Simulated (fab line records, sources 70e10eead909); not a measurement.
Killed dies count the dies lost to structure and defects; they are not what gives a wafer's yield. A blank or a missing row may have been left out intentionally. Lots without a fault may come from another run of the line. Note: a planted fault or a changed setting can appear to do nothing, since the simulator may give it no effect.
fab line records | flow nand-harc
record lots=6 wafers=17 last-day=25
route steps=1159 shown A_SLIT@797 A_SIN_REMOVE@804 A_WL_FILL@809
lots untouched by any fault: they come from a run of this same line in which no faults occurred
start-h: hours from the record's first day to the start of the lot's first wafer shown | wait-h: time in hours since the lot's previous step | " unchanged from the row above | L1.1+2: several wafers, shown together as one row | - value missing, or start not given | * or withheld: withheld | < > ~ a bound
route shown NAME@n: a module of which the file shows steps, and the number in the route of the first | usual: the fault-free wafers' mean and standard deviation | same: alike in all rows | chamber/n: place in a boat | sites: each site's reading | _std_site: the values' standard deviation | _edge_site: outer sites' mean less inner sites' | radius-mm: how far each site lies from the wafer's centre | mask NAME#n: copy n | behind: tool/chamber where the wafer was last shaped | hold: the reason the lot was held/the length of the hold in hours/how it ended | device: names the non-switching transistor (n, p or np) | end of line: tests run on the same wafers once the route is complete | step lacking rows: just its recipe | killed: dies lost to structure and defects at the first sort, not the wafer's yield | map: a wafer's dies, x killed, . not, _ none there
set.NAME: the setting the step ran with; set.NAME@STEP: the setting that earlier step ran with | model.NAME: the simulator's own value behind a step, which no gauge read
a table for each step, a row for each wafer; lots at some steps of the route
services: the hour from which a tool's chamber was out of use, counted from the record's first day as start-h (under 0 if before that day), plus the number of hours and why
## steps
# step NHARC_A_SLIT_ETCH_26
# recipe bias-v=400 source-w=2000 pressure-mtorr=25 time-s=90 ar-flow-sccm=375 c4f8-flow-sccm=41.7 o2-flow-sccm=83.3 target-depth-a=4000 chemistry=C4F8/O2/Ar
# usual drypump-motor-current-A=6.2/0.38 showerhead-plenum-p-Torr=3.72/0.11 throttle-valve-pct=27.619/0.0092
# columns lot.wafer tool chamber start-h wait-h drypump-motor-current-A rf-hours-counter-h showerhead-plenum-p-Torr throttle-valve-pct
L611.2 har-etch-01 1 334.85 1.2 6.6 7 3.77 27.612
L611.6 " 1 " " 6.6 - 3.77 27.622
L611.5 " 0 " " 6.7 - 3.58 27.619
L612.4 har-etch-01 1 365.03 0.6 6.5 - 3.77 27.604
L612.6 " 0 " " 6.7 - 3.58 27.625
L612.5 " 1 " " 6.5 - 3.77 27.594
L615.3 har-etch-02 0 379.81 0.6 6.0 - 3.86 27.612
L615.6 " 0 " " 6.0 - 3.86 27.616
L618.1 har-etch-01 0 390.44 1.0 6.7 28 3.57 27.615
L618.3 " 1 " " 6.5 - 3.76 27.604
L618.6 " 1 " " 6.5 - 3.76 27.599
L628.2 har-etch-01 0 447.36 1.3 6.7 53 3.55 27.600
L628.3 " 1 " " 6.5 - 3.75 27.621
L628.6 " 0 " " 6.7 - 3.55 27.608
L631.3 har-etch-01 1 466.15 0.6 6.5 - 3.74 27.615
L631.6 " 0 " " 6.7 - 3.55 27.616
L631.5 " 1 " " 6.5 - 3.74 27.617
# step NHARC_A_SLIT_STRIP_28
# recipe o2-flow-sccm=400 cos-flow-sccm=20 ar-flow-sccm=0 bias-w=0 chemistry=O2/COS
# step NHARC_A_SLIT_ETCH_29
# recipe target-depth-a=1000 overetch-a=100 time-s=55 ion-energy-ev=100 cf4-flow-sccm=80 o2-flow-sccm=20 ar-flow-sccm=0 rf-w=300 bias-w=100 chemistry=CF4/O2
# usual drypump-motor-current-A=5.5/0.67 oes-product-au=0.998/0.0074 rf-vpp-V=198.1/1.2 showerhead-plenum-p-Torr=1.35/0.032 throttle-valve-pct=13.398/0.0094
# columns lot.wafer tool chamber start-h wait-h drypump-motor-current-A oes-product-au rf-hours-counter-h rf-vpp-V showerhead-plenum-p-Torr throttle-valve-pct
L611.2 rie-diel-01 1 335.47 0.1 5.3 1.006 1 197.5 1.30 13.405
L611.6 " 1 " " 5.3 1.007 - 196.4 1.30 13.403
L611.5 " 2 " " 4.9 0.993 - 197.6 1.36 13.397
L612.4 rie-diel-07 3 365.58 0.1 4.9 0.998 10 199.0 1.39 13.388
L612.5 " 0 " " 5.5 1.004 - 196.8 1.30 13.389
L612.6 " 1 " " 5.6 0.990 - 199.2 1.40 13.417
L615.3 rie-diel-07 0 380.34 0.1 5.5 1.015 10 197.3 1.30 13.400
L615.6 " 0 " " 5.5 1.005 - 196.2 1.30 13.416
L618.3 rie-diel-06 1 391.03 0.1 4.8 0.995 9 197.4 1.32 13.402
L618.1 " 0 " " 6.3 1.002 8 197.4 1.32 13.394
L618.6 " 2 " " 4.7 1.000 - 198.1 1.38 13.397
L628.2 rie-diel-01 0 447.97 0.1 5.6 0.995 9 196.3 1.36 13.395
L628.3 " 2 " " 4.9 0.991 9 198.6 1.36 13.384
L628.6 " 0 " " 5.6 0.991 - 199.9 1.36 13.396
L631.3 rie-diel-01 0 466.68 0.1 5.6 0.985 10 196.0 1.36 13.405
L631.6 " 2 " " 4.9 0.979 - 197.8 1.35 13.396
L631.5 " 3 " " 6.0 0.985 - 199.3 1.35 13.380
# step NHARC_A_SLIT_STRIP_18
# recipe o2-flow-sccm=500 ar-flow-sccm=0 bias-w=0 chemistry=O2
# usual drypump-motor-current-A=5.5/0.67 oes-product-au=0.997/0.007 rf-vpp-V=57.8/0.9 showerhead-plenum-p-Torr=3.57/0.084 throttle-valve-pct=17.037/0.0093
# columns lot.wafer tool chamber start-h wait-h drypump-motor-current-A oes-product-au rf-hours-counter-h rf-vpp-V showerhead-plenum-p-Torr throttle-valve-pct
L611.2 rie-diel-01 1 - - 5.3 1.007 1 57.8 3.43 17.028
L611.5 " 1 " " 5.3 1.007 - 57.1 3.43 17.028
L611.6 " 2 " " 4.9 0.990 - 57.8 3.58 17.033
L612.4 rie-diel-07 2 - - 5.3 0.999 10 56.5 3.52 17.028
L612.6 " 3 " " 4.9 1.003 - 57.5 3.67 17.029
L612.5 " 0 " " 5.5 1.003 - 58.5 3.43 17.035
L615.3 rie-diel-07 3 - - 4.9 1.000 11 56.8 3.67 17.055
L615.6 " 2 " " 5.4 1.010 - 57.4 3.52 17.045
L618.3 rie-diel-06 2 - - 4.8 0.996 10 59.5 3.64 17.044
L618.1 " 3 " " 6.7 0.999 9 58.5 3.67 17.044
L618.6 " 2 " " 4.7 0.998 - 59.7 3.64 17.025
L628.3 rie-diel-01 2 - - 4.9 0.996 9 56.0 3.58 17.041
L628.2 " 3 " " 6.0 0.999 8 57.4 3.58 17.035
L628.6 " 0 " " 5.6 1.006 - 58.5 3.58 17.044
L631.3 rie-diel-01 2 - - 4.9 0.993 10 58.2 3.58 17.024
L631.6 " 0 " " 5.6 0.993 - 58.0 3.58 17.035
L631.5 " 1 " " 5.4 1.006 - 58.6 3.43 17.033
# step NHARC_A_SLIT_PRECLEAN_19
# recipe time-s=* temp-c=50 bath-age-min=0 chemistry=SC1
# step NHARC_A_SLIT_SRD_20
# step NHARC_A_SLIT_CD_MEAS_21
# usual cd-nm=289.4/0.77
# columns lot.wafer tool chamber start-h wait-h cd-nm
L611.2 cd-sem-03 - 336.02 - 287.4
L611.5 " - " " 287.6
L611.6 " - " " 287.2
L612.4 cd-sem-01 - 366.12 - 289.5
L612.5 " - " " 288.8
L612.6 " - " " 288.6
L615.3 cd-sem-03 - 380.87 - 290.3
L615.6 " - " " 290.8
L618.1 cd-sem-02 - 391.60 0.1 289.0
L618.3 " - " " 289.2
L618.6 " - " " 289.2
L628.2 cd-sem-03 - 448.55 0.1 290.4
L628.3 " - " " 289.5
L628.6 " - " " 289.7
L631.3 cd-sem-02 - 467.21 - 289.9
L631.5 " - " " 289.9
L631.6 " - " " 289.9
# step NHARC_A_SIN_REMOVE_WET_00
# recipe temp-c=160 time-s=15300 chemistry=H3PO4
# step NHARC_A_SIN_REMOVE_PRECLEAN_01
# recipe time-s=* temp-c=50 bath-age-min=0 chemistry=SC1
# step NHARC_A_SIN_REMOVE_SRD_02
# step NHARC_A_SIN_REMOVE_INSPECT_04
# usual raw-defect-count=310/91
# columns lot.wafer tool chamber start-h wait-h raw-defect-count
L611.2 defect-inspect-02 - 343.08 0.0 243
L611.5 " - " " 279
L611.6 " - " " 320
L612.4 defect-inspect-02 - 371.97 0.0 200
L612.5 " - " " 205
L612.6 " - " " 273
L615.3 defect-inspect-02 - 388.59 0.0 346
L615.6 " - " " 235
L618.1 defect-inspect-01 - 399.38 0.1 153
L618.3 " - " " 277
L618.6 " - " " 276
L628.2 defect-inspect-02 - 456.23 0.0 293
L628.3 " - " " 282
L628.6 " - " " 267
L631.3 defect-inspect-01 - 474.90 0.0 307
L631.5 " - " " 340
L631.6 " - " " 286
# step NHARC_A_WL_FILL_ALD_00
# recipe target-thk-a=30 pulse-time-s=3 ald-cycles=30 temp-c=300 material=Al2O3
# usual ald-cycles=30/0 heater-power-w=474/63 precursor-pulse-height-rel=1.002/0.02
# columns lot.wafer tool chamber start-h wait-h ald-cycles heater-power-w precursor-pulse-height-rel
L611.2 ald-hk-02 3 343.23 0.1 30 418 1.017
L611.5 " 0 " " 30 392 1.016
L611.6 " 1 " " 30 448 0.982
L612.4 ald-hk-03 0 372.20 0.2 30 496 1.025
L612.6 " 3 " " 40 426 1.019
L612.5 " 0 " " 40 505 0.999
L615.3 ald-hk-03 1 388.68 0.1 30 649 0.968
L615.6 " 1 " " 40 631 0.991
L618.3 ald-hk-01 3 399.45 0.1 30 433 1.001
L618.1 " 2 " " 30 452 0.986
L618.6 " 3 " " 30 429 1.028
L628.3 ald-hk-03 3 456.29 0.1 30 419 0.987
L628.2 " 0 " " 30 499 1.029
L628.6 " 3 " " 30 417 1.016
L631.3 ald-hk-03 0 475.02 0.1 30 517 1.034
L631.5 " 2 " " 30 454 0.991
L631.6 " 3 " " 30 433 0.988
# step NHARC_A_WL_FILL_RTA_01
# recipe temp-c=1000 time-s=5
# usual wafer_temp_C_max=1003.8/1.1
# same lamp-power-pct=29 lamp_zone_2_pct=29 lamp_zone_5_pct=29
# columns lot.wafer tool chamber start-h wait-h wafer_temp_C_max
L611.2 rtp-anneal-01 0 343.45 - 1003.2
L611.5 " 0 " " 1003.8
L611.6 " 0 " " 1003.7
L612.4 rtp-anneal-01 0 372.53 - 1003.0
L612.5 " 0 " " 1004.4
L612.6 " 0 " " 1003.6
L615.3 rtp-anneal-01 0 388.97 - 1005.2
L615.6 " 0 " " 1004.7
L618.1 rtp-anneal-01 0 399.73 - 1004.7
L618.3 " 0 " " 1004.7
L618.6 " 0 " " 1003.5
L628.2 rtp-anneal-01 0 456.58 - 1004.5
L628.3 " 0 " " 1005.3
L628.6 " 0 " " 1005.8
L631.3 rtp-anneal-01 0 475.58 - 1005.3
L631.5 " 0 " " 1003.8
L631.6 " 0 " " 1003.3
## services
# columns tool chamber start-h hours kind
rie-diel-01 - 314.80 9.0 pm
rie-diel-01 0 314.80 9.0 vent-cycle
rie-diel-01 1 314.80 9.0 vent-cycle
rie-diel-01 2 314.80 9.0 vent-cycle
rie-diel-01 3 314.80 9.0 vent-cycle
rie-diel-01 0 323.80 - clean
rie-diel-01 1 323.80 - clean
rie-diel-01 2 323.80 - clean
rie-diel-01 3 323.80 - clean
rie-diel-01 3 325.18 3.7 repair
rie-diel-01 0 348.30 - clean
rie-diel-01 1 348.30 - clean
rie-diel-01 2 348.30 - clean
rie-diel-01 3 348.30 - clean
rie-diel-01 0 401.18 2.2 repair
rie-diel-07 - 405.46 9.0 pm
ald-hk-01 - 410.37 10.0 pm
rie-diel-07 1 417.59 13.4 repair
rie-diel-06 - 418.47 9.0 pm
rie-diel-01 3 420.44 7.2 repair
rie-diel-07 1 446.44 3.4 repair
rie-diel-01 1 458.10 4.9 repair
rie-diel-07 1 462.03 5.3 repair
ald-hk-02 - 462.41 10.0 pm
## key
first-sign step=NHARC_A_WL_FILL_ALD_00 reading=ald-cycles direction=up sigmas=99+ usual=30 struck=40
effect none on later readings
met-at NHARC_A_WL_FILL_ALD_00
struck-wafers L612.5,L612.6,L615.6
later-rows-left-out L612.5,L612.6,L615.6
sort-left-out L612.5,L612.6,L615.6
tester-left-out L612,L615
fault kind=process-parameter-drift tool=ald-hk-03 chamber=- onset-h=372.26 steps=NHARC_A_WL_FILL_ALD_00 channel=ald-cycles offset=10 shape=step end-h=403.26 scope=struck-wafers-only acts-in=these-recipes-only stated=30
# tester-left-out: of these lots the tester's yield and bins aren't shown, on N5 and GAA mostly nor the transistor test; their killed dies are dies lost to structure and defects alone, not to doping, threshold or leakage, so they don't give the yield
# sort-left-out: the simulated sort isn't trusted on such a fault, so these wafers' sort isn't shown, and their yield isn't known
# later-rows-left-out: the simulator's readings of these wafers behind a module that went badly wrong aren't trusted and aren't shown, but for the sort
